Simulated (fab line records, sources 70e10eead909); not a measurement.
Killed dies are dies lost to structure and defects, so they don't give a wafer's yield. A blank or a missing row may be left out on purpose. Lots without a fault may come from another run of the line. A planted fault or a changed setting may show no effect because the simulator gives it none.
Which tool did it? | flow nand_harc | 11 lots, 33 wafers sampled, at 5 steps of a route of 1302

WHAT THE GAUGES READ, wafer by wafer
NHARC_A_BONDPAD_CD_MEAS_13. Usual: cd_nm 500.0 nm, standard deviation 1.7.
lot  | measured     | on        | cd_nm (nm)        | flag
L911 | day 22 23:58 | cd_sem-03 | 497.7 499.1 499.4 |
L914 | day 24 09:49 | cd_sem-01 | 499.3 497.7 496.7 |
L915 | day 24 10:01 | cd_sem-03 | 498.8 501.3 501.1 |
L912 | day 24 14:14 | cd_sem-03 | 501.7 501.0 499.6 |
L916 | day 25 06:52 | cd_sem-01 | 498.5 502.2 499.0 |
L918 | day 26 13:09 | cd_sem-01 | 503.0 500.7 500.7 |
L917 | day 26 16:51 | cd_sem-02 | 501.2 499.8 501.3 |
L926 | day 30 13:05 | cd_sem-03 | 500.7 501.4 502.7 |
L929 | day 31 07:32 | cd_sem-01 | 497.7 494.5 494.2 |
L932 | day 32 01:55 | cd_sem-01 | 502.0 503.9 500.4 |
L933 | day 32 20:52 | cd_sem-03 | 498.7 499.3 499.5 |

NHARC_END_SORT_01. Usual: defect_limited_yield 91.4 %, standard deviation 2.6; killed_at_array 53, standard deviation 18; killed_at_other 0.9, standard deviation 1.3; killed_at_periphery 4, standard deviation 3.1; killed_dies 58, standard deviation 18; killed_open 3.4, standard deviation 2; killed_short 2.5, standard deviation 1.8; sort_bin_2_pct 3.1 %, standard deviation 1.2; sort_bin_3_pct 0.7 %, standard deviation 0.38; sort_bin_4_pct 4.8 %, standard deviation 1.5; sort_n_pass 619, standard deviation 18; sort_rim_yield_pct 90 %, standard deviation 4.6; sort_yield_pct 91.4 %, standard deviation 2.6.
lot  | measured     | on        | defect_limited_yield (%) | killed_at_array | killed_at_other | killed_at_periphery | killed_dies | killed_open | killed_short | sort_bin_2_pct (%) | sort_bin_3_pct (%) | sort_bin_4_pct (%) | sort_n_pass | sort_rim_yield_pct (%) | sort_yield_pct (%) | flag
L911 | day 24 05:56 | prober-01 | 93.4 90.3 90.0           | 39 58 61        | 0 0 1           | 6 8 6               | 45 66 68    | 4 6 4       | 4 1 8        | 1.9 2.8 3.4        | 0.3 1.2 0.3        | 4.4 5.8 6.4        | 632 611 609 | 89 96 93               | 93.4 90.3 90.0     |
L915 | day 25 18:25 | prober-01 | 83.8 84.3 86.0           | 105 101 87      | 0 0 1           | 5 5 7               | 110 106 95  | 7 2 3       | 8 6 1        | 7.2 6.4 4.9        | 1.2 1.0 1.6        | 7.8 8.3 7.5        | 567 571 582 | 82 85 91               | 83.8 84.3 86.0     |
L917 | day 27 23:26 | prober-02 | 94.5 93.2 94.2           | 26 40 31        | 4 2 4           | 7 4 4               | 37 46 39    | 1 5 2       | 5 4 1        | 1.6 1.5 1.0        | 1.2 0.4 0.4        | 2.7 4.9 4.3        | 640 631 638 | 92 91 91               | 94.5 93.2 94.2     |

WHICH TOOL RAN EACH LOT (tool, then ch and the chambers of the sampled wafers, then the start)
lot  | NHARC_A_BONDPAD_CMP_29        | NHARC_A_BONDPAD_ETCH_34            | NHARC_A_BONDPAD_ETCH_24
L911 | cmp-04 ch 0,1,3, day 22 22:38 | rie_diel-11 ch 1,3, day 22 23:44   | rie_diel-11 ch 1,3, day 23 00:11
L914 | cmp-01 ch 2,3, day 24 08:29   | rie_diel-10 ch 1,2, day 24 09:35   | rie_diel-10 ch 0,1, day 24 10:02
L915 | cmp-03 ch 1,3, day 24 08:36   | rie_diel-04 ch 1,3, day 24 09:45   | rie_diel-11 ch 1,2,3, day 24 10:14
L912 | cmp-01 ch 0,1,2, day 24 12:54 | rie_diel-11 ch 1,2,3, day 24 14:01 | rie_diel-11 ch 0,1,2, day 24 14:29
L916 | cmp-01 ch 0,2, day 25 05:41   | rie_diel-11 ch 0,2, day 25 06:38   | rie_diel-10 ch 0,1, day 25 07:06
L918 | cmp-04 ch 0,1,3, day 26 11:48 | rie_diel-11 ch 1,2,3, day 26 12:55 | rie_diel-11 ch 1,2,3, day 26 13:23
L917 | cmp-01 ch 1,2,3, day 26 15:31 | rie_diel-11 ch 0,2,3, day 26 16:38 | rie_diel-10 ch 0,2,3, day 26 17:05
L926 | cmp-03 ch 1,3, day 30 11:53   | rie_diel-11 ch 2,3, day 30 12:52   | rie_diel-10 ch 0,1,3, day 30 13:19
L929 | cmp-03 ch 0,3, day 31 06:17   | rie_diel-11 ch 0,1,3, day 31 07:18 | rie_diel-10 ch 0,1,3, day 31 07:46
L932 | cmp-03 ch 0,1,3, day 32 00:35 | rie_diel-11 ch 1,2,3, day 32 01:41 | rie_diel-11 ch 0,1,2, day 32 02:09
L933 | cmp-04 ch 0,1,3, day 32 19:41 | rie_diel-11 ch 0,3, day 32 20:37   | rie_diel-11 ch 0,1,3, day 32 21:09
- NHARC_A_BONDPAD_CMP_29: polishes SiCN, target thk 200 nm.
- NHARC_A_BONDPAD_ETCH_34: etches the open film in N2/H2, target depth 60 nm, overetch 18 nm, time 65.91 s.
- NHARC_A_BONDPAD_ETCH_24: etches the open film in CF4/N2, target depth 30 nm, time 72.99 s.

WHAT THE TOOLS THEMSELVES READ (means of the sampled wafers that have a number; where no wafer has one, the mark that the record gives instead)
NHARC_A_BONDPAD_CMP_29. Usual: motor_current_A 11.7 A, standard deviation 1.6.
lot  | tool   | motor_current_A (A) | flag
L911 | cmp-04 | 11.6                |
L914 | cmp-01 | 13.6                |
L915 | cmp-03 | 11.1                |
L912 | cmp-01 | 12.9                |
L916 | cmp-01 | 12.5                |
L918 | cmp-04 | 11.1                |
L917 | cmp-01 | 13.5                |
L926 | cmp-03 | 11.2                |
L929 | cmp-03 | 11.9                |
L932 | cmp-03 | 11.4                |
L933 | cmp-04 | 10.9                |

NHARC_A_BONDPAD_ETCH_34. Usual: drypump_motor_current_A 5.8 A, standard deviation 0.36; n2_flow_sccm 150.0 sccm, standard deviation 0.47; oes_product_au 1.000 a.u., standard deviation 0.0066; rf_vpp_V 431 V, standard deviation 3.2; run_length_s 87.2 s, standard deviation 0.43; showerhead_plenum_p_Torr 2.06 Torr, standard deviation 0.11; throttle_valve_pct 14.172 %, standard deviation 0.01.
lot  | tool        | drypump_motor_current_A (A) | n2_flow_sccm (sccm) | oes_product_au (a.u.) | rf_vpp_V (V) | run_length_s (s) | showerhead_plenum_p_Torr (Torr) | throttle_valve_pct (%) | flag
L911 | rie_diel-11 | 5.4                         | 150.2               | 0.997                 | 433          | 87.1             | 2.18                            | 14.165                 |
L914 | rie_diel-10 | 5.9                         | 149.3               | 0.999                 | 430          | 87.5             | 2.01                            | 14.178                 |
L915 | rie_diel-04 | 5.9                         | 150.4               | 0.999                 | 430          | 87.0             | 2.00                            | 14.171                 |
L912 | rie_diel-11 | 5.5                         | 150.3               | 1.001                 | 431          | 87.1             | 2.10                            | 14.164                 |
L916 | rie_diel-11 | 5.8                         | 150.0               | 0.993                 | 428          | 87.3             | 1.93                            | 14.177                 |
L918 | rie_diel-11 | 5.5                         | 150.2               | 0.995                 | 432          | 87.3             | 2.09                            | 14.179                 |
L917 | rie_diel-11 | 5.6                         | 150.0               | 0.998                 | 429          | 87.4             | 2.02                            | 14.173                 |
L926 | rie_diel-11 | 5.5                         | 149.9               | 1.004                 | 430          | 87.0             | 2.02                            | 14.176                 |
L929 | rie_diel-11 | 5.5                         | 150.8               | 1.008                 | 432          | 87.0             | 2.09                            | 14.171                 |
L932 | rie_diel-11 | 5.4                         | 150.0               | 1.002                 | 433          | 87.1             | 2.09                            | 14.176                 |
L933 | rie_diel-11 | 5.7                         | 150.1               | 1.000                 | 430          | 87.1             | 2.02                            | 14.169                 |

NHARC_A_BONDPAD_ETCH_24. Usual: drypump_motor_current_A 5.7 A, standard deviation 0.36; n2_flow_sccm 100.0 sccm, standard deviation 0.32; oes_product_au 1.000 a.u., standard deviation 0.0076; rf_vpp_V 314.5 V, standard deviation 2.4; run_length_s 94.3 s, standard deviation 0.4; showerhead_plenum_p_Torr 2.64 Torr, standard deviation 0.13; throttle_valve_pct 19.794 %, standard deviation 0.0096.
lot  | tool        | drypump_motor_current_A (A) | n2_flow_sccm (sccm) | oes_product_au (a.u.) | rf_vpp_V (V) | run_length_s (s) | showerhead_plenum_p_Torr (Torr) | throttle_valve_pct (%) | flag
L911 | rie_diel-11 | 5.4                         | 99.7                | 0.992                 | 317.2        | 94.3             | 2.79                            | 19.792                 |
L914 | rie_diel-10 | 5.9                         | 99.9                | 1.007                 | 314.2        | 94.1             | 2.64                            | 19.791                 |
L915 | rie_diel-11 | 5.4                         | 99.9                | 0.994                 | 314.4        | 94.3             | 2.69                            | 19.783                 |
L912 | rie_diel-11 | 5.6                         | 99.9                | 0.999                 | 313.5        | 94.7             | 2.58                            | 19.796                 |
L916 | rie_diel-10 | 6.0                         | 100.0               | 0.999                 | 312.2        | 94.0             | 2.53                            | 19.789                 |
L918 | rie_diel-11 | 5.5                         | 100.1               | 0.997                 | 315.4        | 94.3             | 2.69                            | 19.789                 |
L917 | rie_diel-10 | 6.0                         | 100.1               | 0.996                 | 315.4        | 94.4             | 2.67                            | 19.788                 |
L926 | rie_diel-10 | 6.1                         | 99.6                | 0.998                 | 316.7        | 77.8             | 2.73                            | 19.794                 | OFF
L929 | rie_diel-10 | 6.1                         | 100.2               | 0.997                 | 317.0        | 77.8             | 2.73                            | 19.791                 | OFF
L932 | rie_diel-11 | 5.7                         | 100.0               | 1.006                 | 313.2        | 94.5             | 2.58                            | 19.791                 |
L933 | rie_diel-11 | 5.5                         | 100.0               | 1.000                 | 315.5        | 94.4             | 2.69                            | 19.793                 |

THE ANSWER, worked out from the rows above alone
Rule: a lot is off if the mean of its wafers that have a number lies more than 3 standard deviations from the usual mean. A lot without any number at a reading at which 4 lots or more have one is off too. The other lots that the step has rows for count as sound. The gauges are gone through in route order, then the tools' own readings, and for those a lot's mean is taken as printed above. The first step at which some lot is off is used, and at that step the reading that is off furthest; a lot without a number counts as furthest.
Off: L926, L929, at NHARC_A_BONDPAD_ETCH_24 (run_length_s).
A tool fits if, at that step or a process step before it, it ran every lot that is off, and no sound lot after the first of them. One fits: rie_diel-10 at NHARC_A_BONDPAD_ETCH_24. Its last sound lot is L917 (day 26 17:05), its first lot that is off L926 (day 30 13:19): a fault that began between those two fits.
The tool's own readings at NHARC_A_BONDPAD_ETCH_24 bear it out: on the lots that are off they differ by more than 5 times the standard deviation of the sound lots' means. run_length_s reads 77.8 s there against 94.3 s on the sound lots.

WHAT THE SIMULATOR HAD PUT IN
Process parameter drift: rie_diel-10, from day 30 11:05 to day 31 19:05, at NHARC_A_BONDPAD_ETCH_24. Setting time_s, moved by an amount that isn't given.
Lots struck among those shown: L926, L929. The rule above found the same.
